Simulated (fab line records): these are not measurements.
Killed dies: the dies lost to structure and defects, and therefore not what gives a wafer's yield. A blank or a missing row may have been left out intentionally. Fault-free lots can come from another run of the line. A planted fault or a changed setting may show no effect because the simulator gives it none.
fab line records	flow n5Finfet
record lots=9	wafers=27	lastDay=20
route steps=1938 shown BEOL_M0_SAQP@698 BEOL_M0_CUTY@713 BEOL_M0@717 BEOL_M4@1111 PASSIVATION@1936
lots that met no fault: taken from a fault-free run of the same line
startH: hours from the record's first day to the start of the lot's first wafer shown	waitH: how many hours have passed since the lot's step before this one	" unchanged from the row above	L1.1+2: one row covering several wafers at once	- no value, or no start was given	* or withheld: withheld	< > ~ a bound
route shown NAME@n: a module of which the file shows steps, and the number in the route of the first	usual: average and standard deviation across the fault-free wafers	same: alike in all rows	chamber/n: place in a boat	sites: each site's reading	_std_site: how widely they spread, as a standard deviation	_edge_site: inner sites' mean taken away from outer sites' mean	radiusMm: how far each site lies from the wafer's centre	mask NAME#n: copy n	behind: the tool/chamber that last shaped the wafer	hold: cause of the lot's hold/its duration in hours/its outcome	device: names the non-switching transistor (n, p or np)	end of line: the route-end tests of the same wafers	a step with no rows: only its recipe	killed: count of dies lost to structure and defects at first sort (not the wafer's yield)	map: dies across one wafer; x = killed, . = not, _ = none there
set.NAME: the run value of the setting; set.NAME@STEP: its run value at that earlier step	model.NAME: the simulator's own value behind a step, which no gauge read
the route's steps for a sample of lots (tables are steps, rows are wafers)
services: when a tool's chamber went out of use (startH, in hours from the record's first day, below 0 if earlier), for how many hours, and the reason
## steps
# step N5_BEOL_M0_SAQP_ALD_48
# recipe material=SiO2	targetThkA=200	tempC=100	aldPrecursorFamily=BDEAS	aldCoReactant=O2-plasma	pulseTimeS=1	coReactantPulseTimeS=1	purgeTimeS=2	coReactantPurgeTimeS=2	aldCycles=139	pressureTorr=2
# usual heaterPowerW=78/6.3	precursorPulseHeightRel=0.998/0.02
lot.wafer	tool	chamber	startH	waitH	heaterPowerW	precursorPulseHeightRel
L585.1	aldSin-02	0	169.40	0.0	89	0.973
L585.5	"	3	"	"	75	0.972
L585.6	"	0	"	"	89	1.004
L586.1	aldSin-02	1	169.90	0.2	75	0.997
L586.3	"	2	"	"	85	0.957
L586.6	"	3	"	"	75	0.997
L587.1	aldSin-01	0	179.36	0.0	87	0.999
L587.2	"	2	"	"	77	0.987
L587.6	"	3	"	"	72	0.975
L589.3	aldSin-02	0	199.85	0.0	90	0.953
L589.5	"	0	"	"	91	0.969
L589.6	"	1	"	"	81	1.007
L592.2	aldSin-02	3	207.81	0.2	75	1.014
L592.3	"	1	"	"	76	0.968
L592.4	"	0	"	"	91	1.006
L595.1	aldSin-01	3	223.87	0.0	70	1.007
L595.4	"	1	"	"	81	0.993
L595.5	"	1	"	"	81	1.005
L597.2	aldSin-01	0	238.79	0.0	87	1.009
L597.3	"	1	"	"	82	1.009
L597.5	"	3	"	"	71	1.019
L598.1	aldSin-01	1	249.90	0.3	85	1.008
L598.3	"	0	"	"	89	0.995
L598.5	"	1	"	"	82	0.994
L599.1	aldSin-01	0	253.84	0.0	88	1.016
L599.2	"	1	"	"	81	0.994
L599.3	"	2	"	"	77	0.964
# step N5_BEOL_M0_CUTY_ETCH_63
# recipe chemistry=N2/H2	target=SOC	targetDepthA=827	overetchA=165	maskMaterial=SiARC	tempC=40	ionEnergyEv=200	timeS=124	pressureMtorr=30	sourceW=840	biasW=150	n2FlowSccm=200	h2FlowSccm=200
# usual drypumpMotorCurrentA=5.7/0.39	oesProductAu=0.64/0.064	rfVppV=524.0/3	showerheadPlenumPTorr=2.55/0.11	throttleValvePct=17.80/0.2
lot.wafer	tool	chamber	startH	waitH	drypumpMotorCurrentA	oesProductAu	rfHoursCounterH	rfVppV	showerheadPlenumPTorr	throttleValvePct
L585.1	rieDiel-02	2	170.59	0.0	5.9	0.57	220	519.9	2.41	18.19
L585.5	"	2	"	"	5.9	0.57	-	520.2	2.41	18.18
L585.6	"	1	"	"	5.6	0.64	-	519.3	2.45	17.71
L586.1	rieDiel-04	3	171.09	0.0	5.8	0.62	153	523.6	2.55	17.86
L586.3	"	2	"	"	5.7	0.70	60	520.9	2.48	17.47
L586.6	"	1	"	"	6.4	0.59	-	525.9	2.60	17.96
L587.1	rieDiel-04	2	180.55	0.0	5.7	0.69	64	521.9	2.47	17.48
L587.2	"	3	"	"	5.8	0.61	158	523.2	2.55	17.86
L587.6	"	3	"	"	5.8	0.62	-	523.1	2.55	17.86
L589.3	rieDiel-04	2	201.16	0.0	5.8	0.68	74	522.3	2.47	17.48
L589.5	"	2	"	"	5.8	0.68	-	521.6	2.47	17.49
L589.6	"	0	"	"	5.7	0.75	-	527.7	2.71	17.69
L592.2	rieDiel-01	0	208.87	0.0	5.0	0.60	207	523.1	2.50	17.84
L592.3	"	3	"	"	4.9	0.69	68	526.7	2.70	17.62
L592.4	"	0	"	"	4.9	0.59	-	523.4	2.50	17.85
L595.1	rieDiel-02	2	226.78	0.0	5.9	0.56	242	520.5	2.40	18.21
L595.4	"	1	"	"	5.7	0.63	-	522.6	2.44	17.74
L595.5	"	2	"	"	5.9	0.56	-	521.2	2.40	18.22
L597.2	rieDiel-02	2	239.88	0.0	5.9	0.56	249	520.7	2.40	18.23
L597.3	"	0	"	"	5.3	0.59	210	524.1	2.51	17.71
L597.5	"	2	"	"	5.9	0.56	-	518.5	2.40	18.23
L598.1	rieDiel-01	0	251.34	0.0	4.9	0.59	217	524.5	2.49	17.88
L598.3	"	3	"	"	4.9	0.68	78	527.9	2.69	17.65
L598.5	"	1	"	"	5.3	0.77	-	522.6	2.49	17.63
L599.1	rieDiel-04	2	255.46	0.0	5.8	0.66	101	520.1	2.46	17.53
L599.2	"	1	"	"	6.4	0.58	237	525.7	2.60	17.93
L599.3	"	3	"	"	5.8	0.59	194	526.0	2.53	17.94
# step N5_BEOL_M0_STRIP_140
# recipe chemistry=CF4	resist=SiARC	powerW=300	biasPowerW=75	pressureMtorr=50	cf4FlowSccm=150	rfFrequencyHz=6e+07
# usual biasPowerW=75.00/0.22	cf4FlowSccm=150.0/0.47	drypumpMotorCurrentA=5.7/0.36	oesProductAu=0.78/0.082	rfVppV=271.3/1.8	showerheadPlenumPTorr=1.80/0.065	throttleValvePct=13.51/0.22
lot.wafer	tool	chamber	startH	waitH	biasPowerW	cf4FlowSccm	drypumpMotorCurrentA	oesProductAu	rfHoursCounterH	rfVppV	showerheadPlenumPTorr	throttleValvePct
L586.1	rieDiel-01	2	171.95	0.2	-	-	-	-	-	-	-	-
L586.3	"	0	"	"	-	-	-	-	-	-	-	-
L586.6	"	2	"	"	-	-	-	-	-	-	-	-
L585.1	rieDiel-02	0	171.97	0.1	-	-	-	-	-	-	-	-
L585.5	"	1	"	"	-	-	-	-	-	-	-	-
L585.6	"	2	"	"	-	-	-	-	-	-	-	-
L587.1	rieDiel-04	0	181.28	0.2	-	-	-	-	-	-	-	-
L587.2	"	2	"	"	-	-	-	-	-	-	-	-
L587.6	"	0	"	"	-	-	-	-	-	-	-	-
L589.3	rieDiel-01	0	202.56	0.1	75.11	150.2	4.9	0.72	203	270.5	1.78	13.68
L589.5	"	2	"	"	74.81	149.6	6.4	0.85	-	274.7	1.89	13.37
L589.6	"	0	"	"	75.03	150.5	4.9	0.71	-	272.2	1.77	13.68
L592.2	rieDiel-04	0	210.37	0.2	75.49	149.6	5.7	0.90	30	271.8	1.90	13.31
L592.3	"	3	"	"	75.23	148.7	5.8	0.72	171	270.8	1.79	13.54
L592.4	"	2	"	"	74.99	150.1	5.7	0.81	-	268.1	1.75	13.41
L595.1	rieDiel-04	0	227.75	0.6	74.86	150.3	5.7	0.88	40	272.8	1.90	13.33
L595.4	"	2	"	"	75.04	149.8	5.7	0.81	-	271.6	1.74	13.43
L595.5	"	0	"	"	74.73	150.0	5.7	0.87	-	275.0	1.90	13.34
L597.2	rieDiel-04	2	242.81	0.2	75.14	149.6	5.8	0.80	97	269.2	1.74	13.46
L597.3	"	0	"	"	75.25	150.0	5.7	0.87	50	272.0	1.90	13.34
L597.5	"	0	"	"	75.15	150.2	5.7	0.87	-	272.9	1.90	13.35
L598.1	rieDiel-02	0	254.72	0.4	74.55	149.9	5.3	0.71	216	269.5	1.79	13.63
L598.3	"	3	"	"	74.78	150.4	5.7	0.94	4	272.8	1.85	13.08
L598.5	"	3	"	"	74.87	149.6	5.6	0.94	-	271.7	1.85	13.04
L599.1	rieDiel-02	1	257.95	0.3	74.64	150.5	5.6	0.73	165	269.1	1.72	13.55
L599.2	"	3	"	"	75.16	149.9	5.7	0.93	5	272.4	1.84	13.07
L599.3	"	0	"	"	75.37	150.5	5.3	0.69	218	269.6	1.79	13.64
# step N5_BEOL_M0_STRIP_104
# recipe chemistry=N2/H2	powerW=450	tempC=40	pressureMtorr=20	rfFrequencyHz=6e+07	overashFraction=0.3	biasPowerW=7	h2Frac=0.5	n2FlowSccm=200	h2FlowSccm=200
# usual biasPowerW=7.002/0.019	chamberPressureMTorr=20.00/0.034	drypumpMotorCurrentA=5.7/0.36	oesProductAu=0.79/0.089	rfVppV=59.0/1.5	showerheadPlenumPTorr=2.55/0.1	throttleValvePct=23.60/0.27
lot.wafer	tool	chamber	startH	waitH	biasPowerW	chamberPressureMTorr	drypumpMotorCurrentA	oesProductAu	rfHoursCounterH	rfVppV	showerheadPlenumPTorr	throttleValvePct
L586.1	rieDiel-01	2	171.97	0.0	6.983	19.97	6.4	0.89	44	60.9	2.71	23.76
L586.3	"	0	"	"	7.012	20.05	4.9	0.73	191	61.7	2.50	23.70
L586.6	"	2	"	"	7.007	20.04	6.4	0.90	-	58.7	2.71	23.79
L585.1	rieDiel-02	0	171.99	0.0	6.996	20.02	5.3	0.74	182	59.6	2.52	23.48
L585.5	"	1	"	"	7.033	20.00	5.6	0.78	-	57.6	2.44	23.62
L585.6	"	2	"	"	7.020	19.93	5.9	0.70	-	58.0	2.41	23.96
L587.1	rieDiel-04	0	181.30	0.0	6.996	20.07	5.7	0.94	17	63.0	2.72	23.66
L587.2	"	2	"	"	7.008	19.97	5.7	0.85	65	57.6	2.47	23.05
L587.6	"	0	"	"	6.967	19.94	5.7	0.93	-	59.0	2.72	23.69
L589.3	rieDiel-01	0	202.58	0.0	6.979	20.03	4.9	0.72	203	59.3	2.49	23.74
L589.5	"	2	"	"	7.004	20.00	6.4	0.87	-	55.9	2.70	23.76
L589.6	"	0	"	"	6.990	20.00	4.9	0.71	-	61.1	2.49	23.69
L592.2	rieDiel-04	0	210.39	0.0	7.005	20.01	5.7	0.91	30	60.4	2.71	23.68
L592.3	"	3	"	"	7.029	20.02	5.8	0.73	171	59.3	2.54	23.87
L592.4	"	2	"	"	6.991	20.03	5.8	0.82	-	62.3	2.46	23.09
L595.1	rieDiel-04	0	227.77	0.0	7.040	20.01	5.7	0.90	40	61.9	2.70	23.69
L595.4	"	2	"	"	6.998	19.99	5.8	0.82	-	57.7	2.46	23.10
L595.5	"	0	"	"	6.993	19.99	5.7	0.89	-	59.0	2.71	23.70
L597.2	rieDiel-04	2	242.83	0.0	7.023	20.00	5.8	0.83	97	56.8	2.46	23.06
L597.3	"	0	"	"	7.022	20.03	5.7	0.87	50	60.1	2.70	23.71
L597.5	"	0	"	"	6.998	19.97	5.7	0.88	-	58.2	2.70	23.72
L598.1	rieDiel-02	0	254.74	0.0	7.014	19.98	5.3	0.70	216	57.7	2.50	23.51
L598.3	"	3	"	"	6.994	19.93	5.7	0.96	4	58.2	2.62	23.33
L598.5	"	3	"	"	7.000	20.01	5.7	0.96	-	59.8	2.62	23.38
L599.1	rieDiel-02	1	257.97	0.0	7.010	20.01	5.6	0.75	165	60.7	2.43	23.65
L599.2	"	3	"	"	6.979	20.01	5.7	0.96	5	57.9	2.62	23.36
L599.3	"	0	"	"	6.995	19.96	5.3	0.70	218	59.0	2.50	23.54
# step N5_BEOL_M4_RC_MEAS_101
# usual DIBL_N=36.7/1.8	DIBL_P=37.0/2.4	IOFF_N=0.17/0.036	IOFF_P=0.22/0.042	ION_N=673/12	ION_P=462/8.5	SS_N=71.7/0.62	SS_P=73.4/0.65	VT_N=250/3.7	VT_P=-250/3.7
lot.wafer	tool	chamber	startH	waitH	DIBL_N[mV/V]	DIBL_P[mV/V]	IOFF_N[nA/um]	IOFF_P[nA/um]	ION_N[uA/um]	ION_P[uA/um]	SS_N[mV/dec]	SS_P[mV/dec]	VT_N[mV]	VT_P[mV]
L587.2	prober-02	0	237.18	0.2	36.3	37.3	0.16	0.23	687	471	71.8	73.4	249	-250
L587.6	"	0	"	"	37.2	36.4	0.16	0.21	689	470	71.9	73.1	248	-250
L585.1	prober-01	0	237.71	0.0	35.9	35.9	0.17	0.25	683	479	71.0	72.7	246	-243
L585.6	"	0	"	"	37.8	37.7	0.20	0.29	672	474	71.9	73.1	245	-243
L586.1	prober-01	0	239.43	0.0	36.1	37.0	0.14	0.20	658	454	70.6	73.7	254	-250
L586.3	"	0	"	"	34.9	35.6	0.12	0.18	649	449	71.2	73.3	256	-251
L586.6	"	0	"	"	35.9	35.9	0.13	0.19	659	455	71.2	73.3	251	-254
L589.3	prober-01	0	271.27	0.3	34.9	37.2	0.14	0.22	669	465	70.8	73.9	252	-251
L589.5	"	0	"	"	35.1	36.2	0.13	0.19	664	460	71.2	74.0	255	-253
L589.6	"	0	"	"	34.5	36.0	0.13	0.19	674	463	71.3	73.4	250	-253
L592.2	prober-02	0	272.55	0.2	34.4	35.6	0.13	0.18	669	461	69.5	72.7	251	-253
L592.3	"	0	"	"	36.2	37.1	0.15	0.22	677	474	71.6	73.1	249	-247
L592.4	"	0	"	"	34.7	35.4	0.13	0.18	654	457	71.0	73.0	251	-251
L595.1	prober-02	0	300.73	0.0	39.0	38.1	0.20	0.21	679	459	72.0	72.6	248	-252
L595.4	"	0	"	"	38.3	37.9	0.18	0.22	678	469	72.0	73.0	247	-251
L595.5	"	0	"	"	39.3	38.2	0.21	0.22	677	456	72.1	73.0	248	-249
L597.2	prober-02	0	302.50	0.2	38.1	36.4	0.17	0.25	687	471	71.4	73.9	247	-248
L597.3	"	0	"	"	39.6	38.4	0.20	0.29	671	462	72.5	73.2	250	-247
L597.5	"	0	"	"	37.0	35.7	0.15	0.23	683	470	70.7	73.3	249	-248
L598.1	prober-02	0	330.73	0.0	37.6	38.4	0.18	0.24	684	467	72.0	72.7	248	-250
L598.3	"	0	"	"	36.9	37.5	0.16	0.22	671	460	71.8	73.1	249	-254
L598.5	"	0	"	"	36.6	37.7	0.16	0.23	676	469	71.8	73.9	249	-251
L599.1	prober-01	0	355.73	0.0	36.6	36.4	0.15	0.19	669	454	71.8	72.8	251	-252
L599.2	"	0	"	"	36.8	35.9	0.16	0.20	682	464	71.9	73.6	248	-253
L599.3	"	0	"	"	35.9	35.0	0.14	0.18	670	455	71.6	73.4	251	-254
# step N5_PASSIVATION_PROBE_49
# usual defectLimitedYield=91.1/1.4	killed_at_M0_to_M3=32/9.3	killed_at_M4_up=13/5.8	killedAtContacts=12/6.3	killedAtFrontEnd=44/12	killedAtOther=3.6/2.7	killedDies=104/17	killedOnRim=14/3.9	killedOpen=69/13	killedShort=34/6.9	sort_bin_5_function=5.2/0.98	sort_bin_6_memory=3.3/0.59	sortNPass=1075/17	sortYieldPct=91.1/1.4
# same grossDies=1180	killedAtBackSide=0	sort_bin_4_leakage[%]=0	sort_bin_8_speed[%]=0
lot.wafer	tool	chamber	startH	waitH	defectLimitedYield[%]	killed_at_M0_to_M3	killed_at_M4_up	killedAtContacts	killedAtFrontEnd	killedAtOther	killedDies	killedOnRim	killedOpen	killedShort	sort_bin_5_function[%]	sort_bin_6_memory[%]	sortNPass	sortYieldPct[%]
L585.1	prober-02	-	340.32	0.0	44.2	596	12	8	40	2	658	32	63	43	52.2	3.1	522	44.2
L585.5	prober-02	-	340.52	0.2	41.0	638	5	21	30	2	696	36	55	42	55.8	2.9	484	41.0
L585.6	prober-02	-	340.57	0.3	57.5	442	11	11	35	2	501	85	55	45	38.1	3.6	679	57.5
L586.1	prober-01	-	345.08	0.0	47.7	548	18	18	32	1	617	30	84	32	48.4	3.7	563	47.7
L586.3	prober-01	-	345.18	0.1	54.0	445	24	21	52	1	543	74	98	38	41.6	4.2	637	54.0
L586.6	prober-01	-	345.33	0.3	49.7	510	15	26	43	0	594	137	78	50	45.6	4.1	586	49.7
L587.1	prober-02	-	351.28	0.0	34.2	701	21	13	42	0	777	123	63	37	62.7	3.0	403	34.2
L587.2	prober-02	-	351.33	0.1	53.6	481	9	15	42	0	547	128	64	41	42.4	3.6	633	53.6
L587.6	prober-02	-	351.53	0.3	46.9	577	4	4	37	4	626	18	56	34	50.0	2.9	554	46.9
L589.3	prober-01	-	375.41	0.1	87.7	25	14	20	82	4	145	21	101	44	7.5	4.7	1035	87.7
L589.5	prober-01	-	375.51	0.2	91.9	33	10	10	38	5	96	15	56	39	4.9	3.0	1084	91.9
L589.6	prober-01	-	375.56	0.3	90.2	30	16	19	48	3	116	16	80	36	5.8	4.0	1064	90.2
L592.2	prober-02	-	376.23	0.1	88.6	34	9	18	69	4	134	10	91	43	7.0	3.8	1046	88.6
L592.3	prober-02	-	376.28	0.1	88.6	40	10	8	73	3	134	18	94	36	6.8	3.8	1046	88.6
L592.4	prober-02	-	376.33	0.2	90.6	34	8	10	53	6	111	19	77	32	4.9	3.9	1069	90.6
L595.1	prober-02	-	396.18	0.0	89.9	48	17	7	37	10	119	23	90	27	5.8	4.1	1061	89.9
L595.4	prober-02	-	396.33	0.2	92.0	26	7	10	44	7	94	10	62	31	4.0	3.6	1086	92.0
L595.5	prober-02	-	396.38	0.2	91.9	30	13	18	25	10	96	12	61	31	4.8	3.0	1084	91.9
L597.2	prober-02	-	408.59	0.1	89.7	42	8	7	62	3	122	21	84	35	6.7	3.2	1058	89.7
L597.3	prober-02	-	408.64	0.1	88.6	75	9	13	33	4	134	14	89	41	6.9	3.9	1046	88.6
L597.5	prober-02	-	408.74	0.2	88.7	51	7	10	62	3	133	16	88	44	6.7	4.1	1047	88.7
L598.1	prober-02	-	429.62	0.0	91.6	27	10	6	54	2	99	9	63	36	5.9	2.2	1081	91.6
L598.3	prober-02	-	429.72	0.1	92.4	19	12	20	36	3	90	12	69	20	4.7	2.6	1090	92.4
L598.5	prober-02	-	429.82	0.2	89.4	34	8	18	59	6	125	15	92	32	5.8	4.3	1055	89.4
L599.1	prober-01	-	470.30	0.0	90.3	46	18	9	42	0	115	8	70	38	5.2	3.6	1065	90.3
L599.2	prober-01	-	470.35	0.1	91.4	32	7	13	47	2	101	12	63	35	5.3	3.1	1079	91.4
L599.3	prober-01	-	470.40	0.1	92.6	43	6	10	26	2	87	14	55	31	3.8	3.1	1093	92.6
# killed by level:class
L585.1 BEOL_M0:areaAld=552 FIN_SAQP:geometricParticle:open=15 BEOL_M0_SAQP:geometricParticle:short=13 FIN_SAQP:geometricParticle:short=8 MOL_CONTACT_COAG:geometricParticle:open=7 BEOL_M0_SAQP:geometricParticle:open=6 BEOL_M2:geometricParticle:open=5 STI_FIN_REVEAL:geometricParticle:open=5
L585.5 BEOL_M0:areaAld=599 MOL_CONTACT_COAG:geometricParticle:open=16 BEOL_M0_SAQP:geometricParticle:open=14 BEOL_M0_SAQP:geometricParticle:short=11 FIN_SAQP:geometricParticle:short=10 MOL_CONTACT_COAG:geometricParticle:short=5 GATE_CUT:geometricParticle:short=4 BEOL_M1:geometricParticle:open=4
L585.6 BEOL_M0:areaAld=401 FIN_SAQP:geometricParticle:short=13 BEOL_M0_SAQP:geometricParticle:open=10 BEOL_M0_SAQP:geometricParticle:short=8 MOL_CONTACT_COAG:geometricParticle:open=6 BEOL_M2:geometricParticle:open=6 BEOL_M3:geometricParticle:open=6 FIN_SAQP:geometricParticle:open=5
L586.1 BEOL_M0:areaAld=500 BEOL_M2:geometricParticle:open=23 MOL_CONTACT_COAG:geometricParticle:open=15 BEOL_M4:geometricParticle:open=12 BEOL_M0_SAQP:geometricParticle:open=10 BEOL_M0_SAQP:geometricParticle:short=10 FIN_SAQP:geometricParticle:open=7 FIN_SAQP:geometricParticle:short=6
L586.3 BEOL_M0:areaAld=407 BEOL_M2:geometricParticle:open=21 MOL_CONTACT_COAG:geometricParticle:open=17 STI_FIN_REVEAL:geometricParticle:open=12 BEOL_M4:geometricParticle:open=9 FIN_SAQP:geometricParticle:open=7 DUMMY_GATE:geometricParticle:open=6 BEOL_M0_SAQP:geometricParticle:short=6
L586.6 BEOL_M0:areaAld=466 BEOL_M2:geometricParticle:open=20 MOL_CONTACT_COAG:geometricParticle:open=17 BEOL_M1:geometricParticle:short=10 MOL_CONTACT_COAG:geometricParticle:short=9 FIN_SAQP:geometricParticle:short=8 STI_FIN_REVEAL:geometricParticle:open=7 BEOL_M4:geometricParticle:open=7
L587.1 BEOL_M0:areaAld=677 DUMMY_GATE:geometricParticle:open=11 MOL_CONTACT_COAG:geometricParticle:open=10 GATE_CUT:geometricParticle:short=7 BEOL_M3:geometricParticle:open=6 BEOL_M4:geometricParticle:open=6 FIN_SAQP:geometricParticle:short=5 BEOL_M0_SAQP:geometricParticle:open=5
L587.2 BEOL_M0:areaAld=442 FIN_SAQP:geometricParticle:short=19 MOL_CONTACT_COAG:geometricParticle:open=14 BEOL_M0_SAQP:geometricParticle:open=13 BEOL_M0_SAQP:geometricParticle:short=10 FIN_SAQP:geometricParticle:open=8 BEOL_M3:geometricParticle:open=6 BEOL_M1:geometricParticle:open=5
L587.6 BEOL_M0:areaAld=536 BEOL_M3:geometricParticle:open=11 BEOL_M2:geometricParticle:open=10 SPACER0:geometricParticle:short=7 BEOL_M0_SAQP:geometricParticle:open=7 BEOL_M0_SAQP:geometricParticle:short=6 FIN_SAQP:geometricParticle:short=5 FIN_SAQP:geometricParticle:open=4
L589.3 STI_FIN_REVEAL:geometricParticle:open=25 MOL_CONTACT_COAG:geometricParticle:open=15 BEOL_M3:geometricParticle:open=13 FIN_SAQP:geometricParticle:short=9 ILD0:geometricParticle:open=9 FIN_SAQP:geometricParticle:open=8 DUMMY_GATE:geometricParticle:open=6 ILD0:geometricParticle:short=5
L589.5 BEOL_M0_SAQP:geometricParticle:short=10 MOL_CONTACT_COAG:geometricParticle:open=9 FIN_SAQP:geometricParticle:short=8 BEOL_M2:geometricParticle:open=8 STI_FIN_REVEAL:geometricParticle:open=6 BEOL_M3:geometricParticle:open=5 BEOL_M4:geometricParticle:open=5 GATE_CUT:geometricParticle:short=4
L589.6 MOL_CONTACT_COAG:geometricParticle:open=16 FIN_SAQP:geometricParticle:open=13 FIN_SAQP:geometricParticle:short=9 BEOL_M2:geometricParticle:open=8 BEOL_M4:geometricParticle:open=8 STI_FIN_REVEAL:geometricParticle:open=4 DUMMY_GATE:geometricParticle:open=4 BEOL_M0_SAQP:geometricParticle:open=4
L592.2 STI_FIN_REVEAL:geometricParticle:open=18 MOL_CONTACT_COAG:geometricParticle:open=15 GATE_CUT:geometricParticle:short=11 BEOL_M0_SAQP:geometricParticle:short=11 FIN_SAQP:geometricParticle:open=9 DUMMY_GATE:geometricParticle:open=9 BEOL_M0_SAQP:geometricParticle:open=9 BEOL_M2:geometricParticle:open=9
L592.3 STI_FIN_REVEAL:geometricParticle:open=18 FIN_SAQP:geometricParticle:open=16 DUMMY_GATE:geometricParticle:open=11 FIN_SAQP:geometricParticle:short=9 BEOL_M2:geometricParticle:open=8 BEOL_M0:geometricParticle:open=8 MOL_CONTACT_COAG:geometricParticle:open=7 BEOL_M4:geometricParticle:open=7
L592.4 BEOL_M0_SAQP:geometricParticle:open=10 STI_FIN_REVEAL:geometricParticle:open=8 MOL_CONTACT_COAG:geometricParticle:open=8 FIN_SAQP:geometricParticle:open=7 STARTING-WAFER:geometricParticle:open=7 GATE_CUT:geometricParticle:short=6 BEOL_M3:geometricParticle:open=6 FIN_SAQP:geometricParticle:short=5
L595.1 BEOL_M2:geometricParticle:open=14 STI_FIN_REVEAL:geometricParticle:open=12 BEOL_M4:geometricParticle:open=11 BEOL_M0:geometricParticle:open=11 BEOL_M3:geometricParticle:open=11 FIN_SAQP:geometricParticle:short=7 MOL_CONTACT_COAG:geometricParticle:open=6 DUMMY_GATE:geometricParticle:open=4
L595.4 FIN_SAQP:geometricParticle:open=10 FIN_SAQP:geometricParticle:short=9 MOL_CONTACT_COAG:geometricParticle:open=9 BEOL_M2:geometricParticle:open=7 DUMMY_GATE:geometricParticle:open=5 BEOL_M0_SAQP:geometricParticle:open=5 BEOL_M3:geometricParticle:open=4 PAD_METAL:geometricParticle:short=4
L595.5 MOL_CONTACT_COAG:geometricParticle:open=14 FIN_SAQP:geometricParticle:open=8 BEOL_M4:geometricParticle:open=7 BEOL_M2:geometricParticle:open=7 MIM_BOT:geometricParticle:short=6 FIN_SAQP:geometricParticle:short=5 BEOL_M0_SAQP:geometricParticle:open=5 BEOL_M5:geometricParticle:open=5
L597.2 STI_FIN_REVEAL:geometricParticle:open=20 BEOL_M2:geometricParticle:open=13 FIN_SAQP:geometricParticle:open=12 BEOL_M0_SAQP:geometricParticle:short=9 STI_FIN_REVEAL:geometricParticle:short=6 BEOL_M0_SAQP:geometricParticle:open=6 FIN_SAQP:geometricParticle:short=5 MOL_CONTACT_COAG:geometricParticle:open=5
L597.3 BEOL_M0_SAQP:geometricParticle:open=23 BEOL_M0_SAQP:geometricParticle:short=14 BEOL_M1:geometricParticle:open=10 BEOL_M2:geometricParticle:open=10 MOL_CONTACT_COAG:geometricParticle:open=9 FIN_SAQP:geometricParticle:open=6 STI_FIN_REVEAL:geometricParticle:open=6 BEOL_M0:geometricParticle:open=6
L597.5 STI_FIN_REVEAL:geometricParticle:open=20 BEOL_M2:geometricParticle:open=17 FIN_SAQP:geometricParticle:open=10 BEOL_M0_SAQP:geometricParticle:short=10 FIN_SAQP:geometricParticle:short=9 MOL_CONTACT_COAG:geometricParticle:open=8 DUMMY_GATE:geometricParticle:open=6 BEOL_M0_SAQP:geometricParticle:open=6
L598.1 FIN_SAQP:geometricParticle:open=10 STI_FIN_REVEAL:geometricParticle:open=8 DUMMY_GATE:geometricParticle:open=7 FIN_SAQP:geometricParticle:short=6 BEOL_M0_SAQP:geometricParticle:open=6 STI_FIN_REVEAL:geometricParticle:short=5 MOL_CONTACT_COAG:geometricParticle:open=5 BEOL_M1:geometricParticle:open=5
L598.3 MOL_CONTACT_COAG:geometricParticle:open=18 STI_FIN_REVEAL:geometricParticle:open=12 FIN_SAQP:geometricParticle:open=5 BEOL_M0_SAQP:geometricParticle:short=5 BEOL_M1:geometricParticle:open=5 BEOL_M5:geometricParticle:open=5 BEOL_M2:geometricParticle:open=4 FIN_SAQP:geometricParticle:short=3
L598.5 FIN_SAQP:geometricParticle:open=15 MOL_CONTACT_COAG:geometricParticle:open=15 STI_FIN_REVEAL:geometricParticle:open=14 BEOL_M0_SAQP:geometricParticle:short=9 FIN_SAQP:geometricParticle:short=8 BEOL_M2:geometricParticle:open=7 DUMMY_GATE:geometricParticle:open=6 BEOL_M3:geometricParticle:open=6
L599.1 FIN_SAQP:geometricParticle:short=10 MOL_CONTACT_COAG:geometricParticle:open=8 BEOL_M0_SAQP:geometricParticle:short=8 BEOL_M0_SAQP:geometricParticle:open=8 BEOL_M3:geometricParticle:open=7 BEOL_M1:geometricParticle:open=7 BEOL_M2:geometricParticle:open=7 DUMMY_GATE:geometricParticle:open=5
L599.2 STI_FIN_REVEAL:geometricParticle:open=12 MOL_CONTACT_COAG:geometricParticle:open=10 FIN_SAQP:geometricParticle:open=7 BEOL_M0_SAQP:geometricParticle:short=7 BEOL_M2:geometricParticle:open=7 FIN_SAQP:geometricParticle:short=6 STI_FIN_REVEAL:geometricParticle:short=6 BEOL_M1:geometricParticle:open=6
L599.3 MOL_CONTACT_COAG:geometricParticle:open=9 BEOL_M1:geometricParticle:open=8 BEOL_M2:geometricParticle:open=8 BEOL_M0_SAQP:geometricParticle:open=7 BEOL_M0_SAQP:geometricParticle:short=7 STARTING-WAFER:geometricParticle:short=5 STARTING-WAFER:geometricParticle:open=5 FIN_SAQP:geometricParticle:short=4
## services
tool	chamber	startH	hours	kind
aldSin-02	-	148.80	0.9	repair
rieDiel-04	2	158.20	4.0	repair
rieDiel-04	1	175.91	66.9	repair
rieDiel-01	1	192.52	-	clean
rieDiel-01	1	192.52	-	consumableReplace:focusRing
aldSin-01	3	199.16	1.6	repair
rieDiel-01	-	218.42	14.6	pm
rieDiel-02	3	223.86	-	clean
rieDiel-02	3	223.86	-	consumableReplace:focusRing
aldSin-02	-	235.26	2.0	repair
rieDiel-02	2	244.49	-	clean
rieDiel-02	2	244.49	-	consumableReplace:focusRing
rieDiel-02	2	244.49	-	consumableReplace:showerhead
rieDiel-02	2	244.49	30.8	scheduledDown
rieDiel-02	2	244.49	30.8	ventCycle
## key
firstSign step=N5_BEOL_M0_STRIP_140	reading=toolRecord	direction=missing
effect step=N5_PASSIVATION_PROBE_49	reading=killed_at_M0_to_M3	direction=up	sigmas=56	usual=32	struck=549
moreKillsBornAt N5_BEOL_M0_ALD_136@aldMetal-03=3207	N5_BEOL_M0_ALD_136@aldMetal-01=1373
metAt N5_BEOL_M0_STRIP_140
struckLots L585,L586,L587
laterRowsLeftOut L585.5,L587.1
notActingAt N5_BEOL_M0_SAQP_ALD_48,N5_BEOL_M0_CUTY_ETCH_63,N5_BEOL_M0_STRIP_104
fault kind=skippedStepWhole	tool=rieDiel-01,rieDiel-02,rieDiel-04	chamber=-	onsetH=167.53	steps=N5_BEOL_M0_STRIP_140	scope=struckLotsOnly
# laterRowsLeftOut: the simulator's readings of these wafers behind a module that went badly wrong aren't trusted and aren't shown, but for the sort
